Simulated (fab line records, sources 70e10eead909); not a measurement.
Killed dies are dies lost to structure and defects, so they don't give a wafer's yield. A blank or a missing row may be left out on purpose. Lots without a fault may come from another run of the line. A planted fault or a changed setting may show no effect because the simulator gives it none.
Chamber matching | flow nand_harc | NHARC_P_M0_PRE_CLEAN_31 on pecvd-03: 3 sister chambers
The step time 12 s. 3 wafers are shown with their chamber, then 11 later ones without.

WAFERS WITH THEIR CHAMBER
wafer  | chamber | heater_power_w (W)
L086.6 | 2       | 646
L087.5 | 1       | 711
L089.1 | 0       | 697

WAFERS WITHOUT THEIR CHAMBER
wafer  | heater_power_w (W)
L089.3 | 756
L089.4 | 708
L090.2 | 537
L090.3 | 689
L090.6 | 687
L091.2 | 720
L091.3 | 707
L091.6 | 688
L096.1 | 603
L096.3 | 694
L096.4 | 627

WHICH CHAMBER EACH WENT THROUGH
wafer  | from the rows above          | in truth
L089.3 | can't be placed: 1 or 0 or 2 | 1
L089.4 | can't be placed: 1 or 0 or 2 | 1
L090.2 | can't be placed: 2 or 0 or 1 | 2
L090.3 | can't be placed: 0 or 1 or 2 | 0
L090.6 | can't be placed: 0 or 1 or 2 | 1
L091.2 | can't be placed: 1 or 0 or 2 | 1
L091.3 | can't be placed: 1 or 0 or 2 | 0
L091.6 | can't be placed: 0 or 1 or 2 | 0
L096.1 | can't be placed: 2 or 0 or 1 | 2
L096.3 | can't be placed: 0 or 1 or 2 | 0
L096.4 | can't be placed: 2 or 0 or 1 | 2
Placed correctly: 0 of 11. Can't be placed from these rows: 11 (the true chamber is among the candidates in 11). Placed wrongly: 0.
How it was worked out, from the rows above alone: a wafer's distance from a chamber is the root of the sum, over the readings, of the square of ((its reading less the chamber's mean) divided by the reading's scatter). The wafer belongs to the nearest chamber; if the next one is less than 2 further off, it can't be placed. A chamber's mean is the mean of its shown wafers. The scatter: with one shown wafer a chamber, the root of the mean of the squares of how far each hidden wafer lies from its nearest shown one.
